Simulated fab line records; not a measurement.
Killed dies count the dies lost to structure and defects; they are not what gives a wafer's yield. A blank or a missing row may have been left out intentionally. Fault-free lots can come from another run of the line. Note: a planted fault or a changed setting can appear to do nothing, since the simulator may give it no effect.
Matching of chambers || flow n5Finfet || 3 sister chambers for N5_FIN_SAQP_HM_DEP_72 on pecvd-02
The step deposits SiO2 from SiH4/N2O, target thk 12 nm, time 7.2 s. 3 wafers are shown with their chamber, then 9 later ones without.

WAFERS, EACH WITH ITS CHAMBER
{"wafer": "L089.4", "chamber": 2, "showerheadPlenumPTorr (Torr)": 8.01}
{"wafer": "L089.5", "chamber": 1, "showerheadPlenumPTorr (Torr)": 8.24}
{"wafer": "L089.6", "chamber": 0, "showerheadPlenumPTorr (Torr)": 8.07}

WAFERS MISSING THEIR CHAMBER
{"wafer": "L090.1", "showerheadPlenumPTorr (Torr)": 8.23}
{"wafer": "L090.3", "showerheadPlenumPTorr (Torr)": 8.25}
{"wafer": "L090.5", "showerheadPlenumPTorr (Torr)": 8.25}
{"wafer": "L092.3", "showerheadPlenumPTorr (Torr)": 8.26}
{"wafer": "L092.5", "showerheadPlenumPTorr (Torr)": 8.09}
{"wafer": "L092.6", "showerheadPlenumPTorr (Torr)": 8.26}
{"wafer": "L095.1", "showerheadPlenumPTorr (Torr)": 8.24}
{"wafer": "L095.3", "showerheadPlenumPTorr (Torr)": 8.00}
{"wafer": "L095.4", "showerheadPlenumPTorr (Torr)": 8.07}

THE CHAMBER EACH PASSED THROUGH
{"wafer": "L090.1", "from the rows above": 1, "in truth": 1}
{"wafer": "L090.3", "from the rows above": 1, "in truth": 1}
{"wafer": "L090.5", "from the rows above": 1, "in truth": 1}
{"wafer": "L092.3", "from the rows above": 1, "in truth": 1}
{"wafer": "L092.5", "from the rows above": 0, "in truth": 0}
{"wafer": "L092.6", "from the rows above": 1, "in truth": 1}
{"wafer": "L095.1", "from the rows above": 1, "in truth": 1}
{"wafer": "L095.3", "from the rows above": 2, "in truth": 2}
{"wafer": "L095.4", "from the rows above": 0, "in truth": 0}
Placed correctly: 9 of 9. From these rows, 0 cannot be placed. Placed wrongly: 0.
How it was worked out, from the rows above alone: a wafer's distance from a chamber is the root of the sum, over the readings, of the square of ((its reading less the chamber's mean) divided by the reading's scatter). If the next closest chamber is less than 2 further off than the closest, the wafer can't be placed; otherwise it belongs to the closest. A chamber's mean is the mean of its shown wafers. The scatter: with one shown wafer a chamber, the root of the mean of the squares of how far each hidden wafer lies from its nearest shown one.
